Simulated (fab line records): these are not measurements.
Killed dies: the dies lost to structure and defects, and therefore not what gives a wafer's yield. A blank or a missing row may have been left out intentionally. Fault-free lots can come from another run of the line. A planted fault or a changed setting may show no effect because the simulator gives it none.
Split-lot trial + flow n5Finfet + 7 lots, 21 wafers read, on a route of 1938 steps

THE SPLIT
At N5_BEOL_M8_COAT_22 (resist thk 30 nm), the setting spinRpm was moved away from the recipe's 1500 rpm on 8 of the 21 wafers read, by -9.1% to +11.0%. The other wafers ran this setting at the recipe's value.

FROM THE SPLIT TO THE READING: what the file shows between them, 5 steps
- N5_BEOL_M8_EBR_24
- N5_BEOL_M8_SOFTBAKE_23: time 60 s
- N5_BEOL_M8_EXPOSE_25: exposes mask V7, target cd 40 nm
- N5_BEOL_M8_PEB_26: peb time 60 s
- N5_BEOL_M8_DEVELOP_27: develop time 30 s

THE READING
CAR-EUV_of_BEOL_M8_COAT_22.thkNm (the simulator's own value, which no gauge read), in nm, at N5_BEOL_M8_DESCUM_33 (chemistry O2, time 7 s). The file does not state a usual value for it. Across the 13 wafers here that went through the recipe, the average is 26.1 nm and the standard deviation 0.092 nm.

| wafer  | tool, chamber at the split | spinRpm as run, rpm | against the recipe | CAR-EUV_of_BEOL_M8_COAT_22.thkNm, nm | against lot-mates on the recipe |
|--------|----------------------------|---------------------|--------------------|--------------------------------------|---------------------------------|
| L076.1 | lithoTrack-05, 0           | 1363                | -9.1%              | 27.6                                 | +1.6                            |
| L076.2 | lithoTrack-05, 0           | 1500                | recipe             | 26                                   | -                               |
| L076.5 | lithoTrack-05, 0           | 1500                | recipe             | 26                                   | -                               |
| L078.1 | lithoTrack-04, 0           | 1623                | +8.2%              | 24.8                                 | -1.4                            |
| L078.3 | lithoTrack-04, 0           | 1623                | +8.2%              | 24.8                                 | -1.4                            |
| L078.6 | lithoTrack-04, 0           | 1500                | recipe             | 26.2                                 | -                               |
| L081.1 | lithoTrack-05, 0           | 1500                | recipe             | 26.2                                 | -                               |
| L081.4 | lithoTrack-05, 0           | 1500                | recipe             | 26                                   | -                               |
| L081.5 | lithoTrack-05, 0           | 1500                | recipe             | 26                                   | -                               |
| L086.1 | lithoTrack-01, 0           | 1500                | recipe             | 26                                   | -                               |
| L086.3 | lithoTrack-01, 0           | 1599                | +6.6%              | 25                                   | -1.0                            |
| L086.6 | lithoTrack-01, 0           | 1599                | +6.6%              | 25.2                                 | -0.8                            |
| L093.1 | lithoTrack-05, 0           | 1665                | +11.0%             | 24.6                                 | -1.6                            |
| L093.5 | lithoTrack-05, 0           | 1665                | +11.0%             | 24.6                                 | -1.6                            |
| L093.6 | lithoTrack-05, 0           | 1500                | recipe             | 26.2                                 | -                               |
| L094.1 | lithoTrack-05, 0           | 1500                | recipe             | 26                                   | -                               |
| L094.2 | lithoTrack-05, 0           | 1500                | recipe             | 26                                   | -                               |
| L094.6 | lithoTrack-05, 0           | 1500                | recipe             | 26                                   | -                               |
| L095.2 | lithoTrack-01, 0           | 1500                | recipe             | 26.2                                 | -                               |
| L095.3 | lithoTrack-01, 0           | 1411                | -5.9%              | 27                                   | +0.9                            |
| L095.4 | lithoTrack-01, 0           | 1500                | recipe             | 26                                   | -                               |

THE FIT
A straight line over all 21 wafers: CAR-EUV_of_BEOL_M8_COAT_22.thkNm changes by -0.148 nm for each +1% of spinRpm; r = -0.99; the points scatter about the line by 0.11 nm.
The same after taking each lot's own level away (the mean of its wafers on the recipe; 21 wafers): -0.156 nm for each +1%; r = -0.99; scatter 0.097 nm.
Per that fit: largest spinRpm move, reading shift of 1.7 nm.
Measured against the standard deviation above, the lots' own levels, which go from 26.00 to 26.20 nm, span 2.2 times it.
The two slopes are in agreement: the lot-to-lot level therefore moves the slope only a little.
Check: for one of the wafers moved furthest among these (+11.0%), held out of the fit, the line's prediction against its lot-mates is -1.72 nm. Against them it came out at -1.6 nm.

OTHER SPLITS APPLIED TO THESE WAFERS
Note: prior to the reading, these wafers also went through further splits. Each is held against what the fit with the lots' levels taken away leaves over:
| other split on the same wafers  | wafers away from the commonest value | r with CAR-EUV_of_BEOL_M8_COAT_22.thkNm (lot level and that fit taken away) |
|---------------------------------|--------------------------------------|-----------------------------------------------------------------------------|
| N5_BEOL_M6_TRENCH_ETCH_37 timeS | 6                                    | -0.15                                                                       |
| N5_BEOL_M7_COAT_71 spinRpm      | 8                                    | -0.51                                                                       |
| N5_BEOL_M7_DESCUM_33 timeS      | 8                                    | +0.16                                                                       |
| N5_BEOL_M8_COAT_71 spinRpm      | 11                                   | +0.27                                                                       |

THE WHOLE CHAIN: every reading that the file lists as answering this split, in the file's order
| step                  | what it does           | reading                                                                           | change (the file's fit)               | r (the file's) |
|-----------------------|------------------------|-----------------------------------------------------------------------------------|---------------------------------------|----------------|
| N5_BEOL_M8_COAT_22    | resist thk 30 nm       | CAR-EUV_of_BEOL_M8_COAT_22.thkNm (the simulator's own value, which no gauge read) | -0.152 nm for each +1% of the setting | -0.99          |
| N5_BEOL_M8_DEVELOP_27 | develop time 30 s      | CAR-EUV_of_BEOL_M8_COAT_22.thkNm (the simulator's own value, which no gauge read) | -0.145 nm for each +1% of the setting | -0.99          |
| N5_BEOL_M8_DESCUM_33  | chemistry O2, time 7 s | CAR-EUV_of_BEOL_M8_COAT_22.thkNm (the simulator's own value, which no gauge read) | -0.157 nm for each +1% of the setting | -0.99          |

FILE'S OWN FIT
CAR-EUV_of_BEOL_M8_COAT_22.thkNm changes by -0.157 nm for each +1% of spinRpm, r = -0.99.
